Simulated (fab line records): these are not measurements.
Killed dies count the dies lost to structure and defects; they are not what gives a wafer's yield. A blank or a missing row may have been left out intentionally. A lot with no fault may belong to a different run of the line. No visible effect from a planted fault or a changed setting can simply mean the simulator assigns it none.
Chamber matching + flow nandHarc + aldHk-01 running NHARC_A_CHANNEL_FILL_D1_ALD_16: 4 sister chambers
The step deposits SiO2, target thk 1.5 nm, pulse time 10 s, ald cycles 15. 4 wafers are shown with their chamber, then 8 later ones without.

## WAFERS PAIRED WITH THEIR CHAMBERS
| wafer  | chamber | heaterPowerW (W) |
|--------|---------|------------------|
| L082.3 | 2       | 433              |
| L086.1 | 1       | 499              |
| L089.4 | 0       | 480              |
| L088.1 | 3       | 528              |

## WAFERS MISSING THEIR CHAMBER
| wafer  | heaterPowerW (W) |
|--------|------------------|
| L088.3 | 440              |
| L088.4 | 506              |
| L091.1 | 445              |
| L091.3 | 533              |
| L091.5 | 484              |
| L092.2 | 440              |
| L092.4 | 483              |
| L092.5 | 558              |

## CHAMBER TAKEN BY EACH
| wafer  | from the rows above          | in truth |
|--------|------------------------------|----------|
| L088.3 | 2                            | 2        |
| L088.4 | can't be placed: 1 or 3 or 0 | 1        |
| L091.1 | can't be placed: 2 or 0      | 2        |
| L091.3 | 3                            | 3        |
| L091.5 | can't be placed: 0 or 1      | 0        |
| L092.2 | 2                            | 2        |
| L092.4 | can't be placed: 0 or 1      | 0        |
| L092.5 | 3                            | 3        |
Correct placement for 4 of the 8. These rows do not allow placing 4 (true chamber among the candidates in 4). 0 placed wrongly.
How it was worked out, from the rows above alone: a wafer's distance from a chamber is the root of the sum, over the readings, of the square of ((its reading less the chamber's mean) divided by the reading's scatter). The wafer belongs to the nearest chamber; if the next one is less than 2 further off, it can't be placed. A chamber's mean is the mean of its shown wafers. The scatter: root of mean squared gap, hidden wafer to nearest shown wafer, with one shown wafer a chamber.
